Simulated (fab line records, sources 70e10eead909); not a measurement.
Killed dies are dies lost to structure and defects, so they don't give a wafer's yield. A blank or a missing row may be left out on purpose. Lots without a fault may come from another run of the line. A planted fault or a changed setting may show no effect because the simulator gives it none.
Which tool did it? | flow nand_harc | 13 lots, 39 wafers sampled, at 5 steps of a route of 1159

WHAT THE GAUGES READ, wafer by wafer
NHARC_THIN_TSV_CD_MEAS_33: target cd 5000 nm. Usual: cd_nm 4999.6 nm, standard deviation 1.9.
lot  | measured     | on        | cd_nm (nm)           | flag
L763 | day 18 23:52 | cd_sem-01 | 5000.8 5000.3 5000.1 |
L767 | day 19 04:49 | cd_sem-02 | 5003.2 4999.6 5001.3 |
L764 | day 19 10:47 | cd_sem-03 | 4999.8 4998.9 4999.9 |
L765 | day 19 13:53 | cd_sem-02 | 4998.3 5002.1 5001.0 |
L770 | day 20 18:10 | cd_sem-01 | 4998.0 4998.8 5002.4 |
L773 | day 22 04:15 | cd_sem-01 | 5000.8 5002.3 5001.7 |
L776 | day 22 05:25 | cd_sem-03 | 5002.0 5000.6 5003.7 |
L779 | day 23 02:23 | cd_sem-02 | 5002.0 4999.8 5002.9 |
L781 | day 23 17:26 | cd_sem-02 | 4998.9 5000.3 4999.5 |
L784 | day 23 16:05 | cd_sem-02 | 4998.8 5000.0 4997.2 |
L783 | day 23 21:15 | cd_sem-03 | 5000.0 4996.1 5000.3 |
L785 | day 24 07:58 | cd_sem-03 | 4998.0 4998.0 4997.7 |
L786 | day 24 17:56 | cd_sem-02 | 5000.0 5000.7 4999.2 |

NHARC_END_SORT_01. Usual: killed_at_array 29, standard deviation 11; killed_at_other 0.7, standard deviation 1.1; killed_at_periphery 3.1, standard deviation 2; killed_dies 33, standard deviation 11; killed_open 3.5, standard deviation 1.8; killed_short 2.0, standard deviation 1.4.
lot  | measured     | on        | killed_at_array | killed_at_other | killed_at_periphery | killed_dies | killed_open | killed_short | flag
L770 | day 21 20:29 | prober-02 | 20 94 24        | 0 0 0           | 6 3 4               | 26 97 28    | 2 1 2       | 1 1 1        |
L773 | day 22 14:11 | prober-01 | 23 103 30       | 0 0 0           | 4 4 7               | 27 107 37   | 4 3 8       | 1 2 3        |

WHICH TOOL RAN EACH LOT (tool, then ch and the chambers of the sampled wafers, then the start)
lot  | NHARC_A_CONTACT_ETCH_131             | NHARC_THIN_TSV_DESCUM_14           | NHARC_THIN_TSV_ETCH_44
L763 | har_cap_etch-02 ch 0, day 16 17:23   | rie_diel-10 ch 0,1,3, day 18 18:06 | rie_diel-10 ch 2,3, day 18 18:11
L767 | har_cap_etch-01 ch 0,1, day 17 04:40 | rie_diel-09 ch 2,3, day 18 22:56   | rie_diel-09 ch 0,2,3, day 18 23:01
L764 | har_cap_etch-03 ch 0,1, day 17 05:11 | rie_diel-10 ch 2,3, day 19 04:18   | rie_diel-10 ch 1,2, day 19 04:26
L765 | har_cap_etch-03 ch 0,1, day 17 09:59 | rie_diel-06 ch 0,1,3, day 19 08:15 | rie_diel-06 ch 1,2, day 19 08:19
L770 | har_cap_etch-03 ch 0,1, day 18 17:35 | rie_diel-10 ch 0,1,2, day 20 12:23 | rie_diel-10 ch 1,2,3, day 20 12:31
L773 | har_cap_etch-03 ch 0,1, day 19 09:13 | rie_diel-10 ch 0,1,3, day 21 22:35 | rie_diel-10 ch 1,2, day 21 22:43
L776 | har_cap_etch-01 ch 0,1, day 19 17:56 | rie_diel-10 ch 0,1,3, day 21 23:39 | rie_diel-10 ch 1,2,3, day 21 23:47
L779 | har_cap_etch-02 ch 0,1, day 20 22:27 | rie_diel-06 ch 1,3, day 22 20:32   | rie_diel-06 ch 0,2,3, day 22 20:41
L781 | har_cap_etch-02 ch 0,1, day 21 04:14 | rie_diel-09 ch 1,3, day 23 11:23   | rie_diel-09 ch 0,1,3, day 23 11:28
L784 | har_cap_etch-01 ch 0,1, day 21 05:44 | rie_diel-06 ch 1,2,3, day 23 10:02 | rie_diel-06 ch 1,2, day 23 10:10
L783 | har_cap_etch-01 ch 0,1, day 21 14:05 | rie_diel-06 ch 0,1,2, day 23 14:28 | rie_diel-06 ch 1,2,3, day 23 14:33
L785 | har_cap_etch-02 ch 0,1, day 22 07:22 | rie_diel-10 ch 1,2,3, day 24 02:05 | rie_diel-10 ch 0,1,2, day 24 02:17
L786 | har_cap_etch-03 ch 0,1, day 22 14:05 | rie_diel-09 ch 0,2,3, day 24 12:18 | rie_diel-09 ch 0,2,3, day 24 12:29
- NHARC_A_CONTACT_ETCH_131: etches the open film in C4F8/O2/Ar, time 155 s, target depth 956 nm.
- NHARC_THIN_TSV_DESCUM_14: chemistry O2, time 3 s.
- NHARC_THIN_TSV_ETCH_44: etches the open film in CF4/O2, target depth 1594.2 nm, time 797.1 s.

WHAT THE TOOLS THEMSELVES READ (means of the sampled wafers that have a number; where no wafer has one, the mark that the record gives instead)
NHARC_THIN_TSV_DESCUM_14. Usual: drypump_motor_current_A 5.6 A, standard deviation 0.41; oes_product_au 1.002 a.u., standard deviation 0.012; rf_vpp_V 57.9 V, standard deviation 0.85; showerhead_plenum_p_Torr 1.92 Torr, standard deviation 0.096; throttle_valve_pct 11.313 %, standard deviation 0.0091.
lot  | tool        | drypump_motor_current_A (A) | oes_product_au (a.u.) | rf_vpp_V (V) | showerhead_plenum_p_Torr (Torr) | throttle_valve_pct (%) | flag
L763 | rie_diel-10 | 5.3                         | 1.019                 | 58.3         | 1.92                            | 11.313                 |
L767 | rie_diel-09 | 5.9                         | 0.988                 | 58.2         | 2.05                            | 11.320                 |
L764 | rie_diel-10 | 5.9                         | 0.999                 | 59.1         | 1.98                            | 11.315                 |
L765 | rie_diel-06 | 5.6                         | 0.998                 | 58.0         | 1.85                            | 11.317                 |
L770 | rie_diel-10 | 5.2                         | 1.000                 | 58.1         | 1.87                            | 11.310                 |
L773 | rie_diel-10 | 5.3                         | 1.007                 | 57.7         | 1.92                            | 11.309                 |
L776 | rie_diel-10 | 5.3                         | 1.006                 | 57.3         | 1.92                            | 11.305                 |
L779 | rie_diel-06 | 5.6                         | 1.017                 | 57.1         | 1.86                            | 11.314                 |
L781 | rie_diel-09 | 5.9                         | 1.003                 | 57.7         | 2.04                            | 11.314                 |
L784 | rie_diel-06 | 5.7                         | 0.999                 | 58.2         | 1.93                            | 11.310                 |
L783 | rie_diel-06 | 5.6                         | 1.005                 | 58.4         | 1.87                            | 11.323                 |
L785 | rie_diel-10 | 5.5                         | 1.008                 | 57.9         | 1.94                            | 11.319                 |
L786 | rie_diel-09 | 6.0                         | 0.994                 | 57.8         | 1.97                            | 11.312                 |

NHARC_THIN_TSV_ETCH_44. Usual: drypump_motor_current_A 5.6 A, standard deviation 0.41; oes_product_au 1.001 a.u., standard deviation 0.011; rf_vpp_V 794 V, standard deviation 5.4; showerhead_plenum_p_Torr 1.83 Torr, standard deviation 0.088; throttle_valve_pct 16.914 %, standard deviation 0.0087.
lot  | tool        | drypump_motor_current_A (A) | oes_product_au (a.u.) | rf_vpp_V (V) | showerhead_plenum_p_Torr (Torr) | throttle_valve_pct (%) | flag
L763 | rie_diel-10 | 5.9                         | 0.999                 | 798          | 1.90                            | 16.916                 |
L767 | rie_diel-09 | 6.0                         | 0.995                 | 797          | 1.88                            | 16.909                 |
L764 | rie_diel-10 | 5.4                         | 1.006                 | 793          | 1.81                            | 16.904                 |
L765 | rie_diel-06 | 5.7                         | 1.000                 | 792          | 1.80                            | 16.909                 |
L770 | rie_diel-10 | 5.5                         | 0.998                 | 796          | 1.86                            | 16.902                 |
L773 | rie_diel-10 | 5.5                         | 1.001                 | 793          | 1.81                            | 16.915                 |
L776 | rie_diel-10 | 5.6                         | 1.003                 | 797          | 1.86                            | 16.917                 |
L779 | rie_diel-06 | 5.6                         | 0.994                 | 794          | 1.84                            | 16.908                 |
L781 | rie_diel-09 | 6.0                         | 1.002                 | 795          | 1.87                            | 16.916                 |
L784 | rie_diel-06 | 5.7                         | 1.010                 | 795          | 1.87                            | 16.912                 |
L783 | rie_diel-06 | 5.7                         | 1.001                 | 795          | 1.85                            | 16.926                 |
L785 | rie_diel-10 | 5.2                         | 1.000                 | 792          | 1.79                            | 16.912                 |
L786 | rie_diel-09 | 6.0                         | 0.987                 | 796          | 1.88                            | 16.917                 |

THE ANSWER, worked out from the rows above alone
Rule: a lot is off if the mean of its wafers that have a number lies more than 3 standard deviations from the usual mean. A lot without any number at a reading at which 4 lots or more have one is off too. The other lots that the step has rows for count as sound. The gauges are gone through in route order, then the tools' own readings, and for those a lot's mean is taken as printed above. The first step at which some lot is off is used, and at that step the reading that is off furthest; a lot without a number counts as furthest.
No lot is off at any reading shown: from this, nothing can be told.

WHAT THE SIMULATOR HAD PUT IN
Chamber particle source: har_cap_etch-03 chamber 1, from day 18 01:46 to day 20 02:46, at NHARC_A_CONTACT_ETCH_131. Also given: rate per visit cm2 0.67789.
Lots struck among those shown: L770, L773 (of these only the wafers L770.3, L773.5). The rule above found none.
